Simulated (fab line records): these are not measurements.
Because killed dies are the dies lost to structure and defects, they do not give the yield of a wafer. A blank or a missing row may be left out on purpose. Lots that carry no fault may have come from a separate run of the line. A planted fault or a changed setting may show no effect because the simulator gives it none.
Which tool did it?    flow nand harc    Sampling: 12 lots, 36 wafers, 5 of 1159 route steps

## WHAT THE GAUGES READ, wafer by wafer
NHARC_END_SORT_01.
lot   measured      on         killed at array  killed at other  killed at periphery  killed dies  killed open  killed short
L192  day 24 07:40  prober-02  674 674 675      0 0 0            3 3 2                677 677 677  3 6 1        2 3 0
L193  day 24 06:50  prober-01  669 674 673      0 0 1            8 3 3                677 677 677  2 5 7        5 1 2

## EACH LOT AND THE TOOL THAT RAN IT (in order: tool; ch and the chambers of the sampled wafers; start)
lot   NHARC_A_STAIRCASE_ETCH_190                     NHARC_A_STAIRCASE_TRIM_191          NHARC_A_STAIRCASE_ETCH_192                     NHARC_A_STAIRCASE_TRIM_196
L170  rie diel-11 ch 0,1,2, day 11 06:53 or earlier  rie diel-11 ch 0,1,3, day 11 06:53  rie diel-11 ch 0,1, day 11 07:53 or earlier    rie diel-11 ch 0,1,2, day 11 07:53
L172  rie diel-11 ch 1,2, day 11 12:25 or earlier    rie diel-11 ch 1,2,3, day 11 12:25  rie diel-11 ch 0,1,2, day 11 12:59 or earlier  rie diel-11 ch 0,1,3, day 11 12:59
L173  rie diel-13 ch 1,2, day 11 12:55 or earlier    rie diel-13 ch 0,3, day 11 12:55    rie diel-13 ch 0,1,2, day 11 13:31 or earlier  rie diel-13 ch 0,2,3, day 11 13:31
L174  rie diel-01 ch 0,1,3, day 11 22:00 or earlier  rie diel-01 ch 1,2,3, day 11 22:00  rie diel-01 ch 0,3, day 11 22:34 or earlier    rie diel-11 ch 0,3, day 11 22:34
L175  rie diel-13 ch 1,2, day 12 09:35 or earlier    rie diel-13 ch 1,2,3, day 12 09:35  rie diel-13 ch 1,2,3, day 12 10:14 or earlier  rie diel-13 ch 1,2,3, day 12 10:14
L179  rie diel-11 ch 1,2,3, day 13 04:01 or earlier  rie diel-11 ch 0,2,3, day 13 04:01  rie diel-11 ch 0,1,3, day 13 04:44 or earlier  rie diel-13 ch 0,1,3, day 13 04:44
L180  rie diel-13 ch 1,2,3, day 13 04:02 or earlier  rie diel-13 ch 0,1,3, day 13 04:02  rie diel-13 ch 1,2,3, day 13 04:40 or earlier  rie diel-11 ch 0,1,3, day 13 04:40
L181  rie diel-01 ch 0,2,3, day 14 01:20 or earlier  rie diel-01 ch 0,1,3, day 14 01:20  rie diel-01 ch 0,1,3, day 14 02:01 or earlier  rie diel-13 ch 0,2,3, day 14 02:01
L186  rie diel-11 ch 0,1,2, day 14 19:13 or earlier  rie diel-11 ch 0,1,2, day 14 19:13  rie diel-11 ch 0,1,2, day 14 19:57 or earlier  rie diel-13 ch 1,2,3, day 14 19:57
L187  rie diel-13 ch 0,1,2, day 15 00:08 or earlier  rie diel-13 ch 0,2,3, day 15 00:08  rie diel-13 ch 0,3, day 15 02:06 or earlier    rie diel-01 ch 0,1, day 15 02:06
L192  rie diel-13 ch 0,1,2, day 16 06:59 or earlier  rie diel-13 ch 1,3, day 16 06:59    rie diel-13 ch 0,2,3, day 16 07:33 or earlier  rie diel-13 ch 0,2,3, day 16 07:33
L193  rie diel-13 ch 2,3, day 16 16:01 or earlier    rie diel-13 ch 0,1,2, day 16 16:01  rie diel-13 ch 1,3, day 16 16:36 or earlier    rie diel-11 ch 0,1,3, day 16 16:36
- NHARC_A_STAIRCASE_ETCH_190: etches the open film in C4F8/O2, target depth 100 nm, time 40.5 s.
- NHARC_A_STAIRCASE_TRIM_191: chemistry O2, time 211.2 s.
- NHARC_A_STAIRCASE_ETCH_192: etches the open film in C4F8/O2, target depth 100 nm, time 40.5 s.
- NHARC_A_STAIRCASE_TRIM_196: chemistry O2, time 211.2 s.

## AS READ BY THE TOOLS THEMSELVES (means over the sampled wafers that have a number; for cases with no such wafer, the mark the record gives instead)
NHARC_A_STAIRCASE_ETCH_190.
lot   tool         oes product au (a.u.)  rf vpp V (V)
L170  rie diel-11  0.934                  896
L172  rie diel-11  0.937                  892
L173  rie diel-13  0.949                  898
L174  rie diel-01  0.947                  895
L175  rie diel-13  0.946                  897
L179  rie diel-11  0.924                  895
L180  rie diel-13  0.964                  896
L181  rie diel-01  0.931                  899
L186  rie diel-11  0.940                  894
L187  rie diel-13  0.957                  900
L192  rie diel-13  0.953                  900
L193  rie diel-13  0.937                  893

NHARC_A_STAIRCASE_TRIM_191.
lot   tool         chamber pressure mTorr (mTorr)  drypump motor current A (A)  oes product au (a.u.)  rf vpp V (V)  showerhead plenum p Torr (Torr)  throttle valve pct (%)
L170  rie diel-11  60.01                           5.7                          0.996                  58.4          3.61                             17.042
L172  rie diel-11  60.00                           5.8                          1.001                  57.7          3.51                             17.040
L173  rie diel-13  60.01                           5.9                          1.001                  57.3          3.56                             17.042
L174  rie diel-01  59.97                           5.9                          1.005                  57.8          3.55                             17.035
L175  rie diel-13  60.00                           5.4                          1.011                  58.3          3.54                             17.038
L179  rie diel-11  60.01                           5.6                          0.984                  58.9          3.59                             17.034
L180  rie diel-13  60.06                           5.9                          1.008                  58.0          3.60                             17.032
L181  rie diel-01  60.01                           5.8                          0.996                  57.8          3.50                             17.043
L186  rie diel-11  60.04                           5.6                          1.002                  58.4          3.51                             17.037
L187  rie diel-13  60.01                           5.8                          1.013                  57.4          3.59                             17.024
L192  rie diel-13  -                               -                            -                      -             -                                -
L193  rie diel-13  -                               -                            -                      -             -                                -

NHARC_A_STAIRCASE_ETCH_192.
lot   tool         oes product au (a.u.)  rf vpp V (V)
L170  rie diel-11  0.931                  896
L172  rie diel-11  0.938                  896
L173  rie diel-13  0.951                  900
L174  rie diel-01  0.949                  898
L175  rie diel-13  0.948                  896
L179  rie diel-11  0.930                  898
L180  rie diel-13  0.946                  897
L181  rie diel-01  0.950                  895
L186  rie diel-11  0.940                  896
L187  rie diel-13  0.938                  896
L192  rie diel-13  0.953                  898
L193  rie diel-13  0.942                  896

NHARC_A_STAIRCASE_TRIM_196.
lot   tool         chamber pressure mTorr (mTorr)  drypump motor current A (A)  oes product au (a.u.)  rf vpp V (V)  showerhead plenum p Torr (Torr)  throttle valve pct (%)
L170  rie diel-11  60.02                           5.6                          0.992                  57.9          3.53                             17.030
L172  rie diel-11  59.93                           5.7                          0.985                  58.1          3.61                             17.040
L173  rie diel-13  59.98                           5.8                          1.008                  57.6          3.60                             17.038
L174  rie diel-11  60.01                           5.6                          0.995                  57.5          3.69                             17.027
L175  rie diel-13  60.04                           5.4                          1.003                  57.3          3.54                             17.035
L179  rie diel-13  59.96                           5.9                          1.011                  57.9          3.60                             17.037
L180  rie diel-11  60.01                           5.7                          0.990                  59.0          3.60                             17.030
L181  rie diel-13  59.99                           5.8                          1.015                  57.8          3.59                             17.035
L186  rie diel-13  60.02                           5.4                          1.008                  58.6          3.53                             17.026
L187  rie diel-01  60.05                           5.6                          0.988                  58.1          3.49                             17.034
L192  rie diel-13  59.98                           5.8                          1.007                  58.3          3.58                             17.037
L193  rie diel-11  59.97                           5.7                          1.000                  57.5          3.59                             17.037

## THE ANSWER, worked out from the rows above alone
Rule: the lots themselves supply what counts as usual. Put in order of their means at a reading, lots are off if they are a third of the lots or fewer, leave a main group of 4 or more, and stand apart from it by a gap of 3 or more times the standard deviation of the main group's means; of several such gaps the widest counts. Not used: any main group whose means are identical at the precision the tables above print for the reading. A lot without any number at a reading at which 4 lots or more have one is off too. The other lots that the step has rows for count as sound. First the gauges in route order, then the tools' own readings, where a lot's mean is used as printed above. The first step at which some lot is off is used, and at that step the reading that is off furthest; a lot without a number counts as furthest.
Off at NHARC_A_STAIRCASE_TRIM_191 (chamber pressure mTorr): L192, L193. Without a number there: L192, L193. The main group: mean 60.01 mTorr, standard deviation 0.023.
If a tool, at that step or one of the process steps before it, ran each lot that is off and ran no sound lot following the first of them, it fits. NHARC_A_STAIRCASE_ETCH_190: start missing for some lots; hours and lot order therefore follow NHARC_A_STAIRCASE_TRIM_191. One candidate fits, namely rie diel-13 at NHARC_A_STAIRCASE_ETCH_190 and NHARC_A_STAIRCASE_TRIM_191. At NHARC_A_STAIRCASE_ETCH_190 its last sound lot is L187 (day 15 00:08), its first lot that is off L192 (day 16 06:59): a fault that began between those two fits.

## WHAT WAS PUT IN BY THE SIMULATOR
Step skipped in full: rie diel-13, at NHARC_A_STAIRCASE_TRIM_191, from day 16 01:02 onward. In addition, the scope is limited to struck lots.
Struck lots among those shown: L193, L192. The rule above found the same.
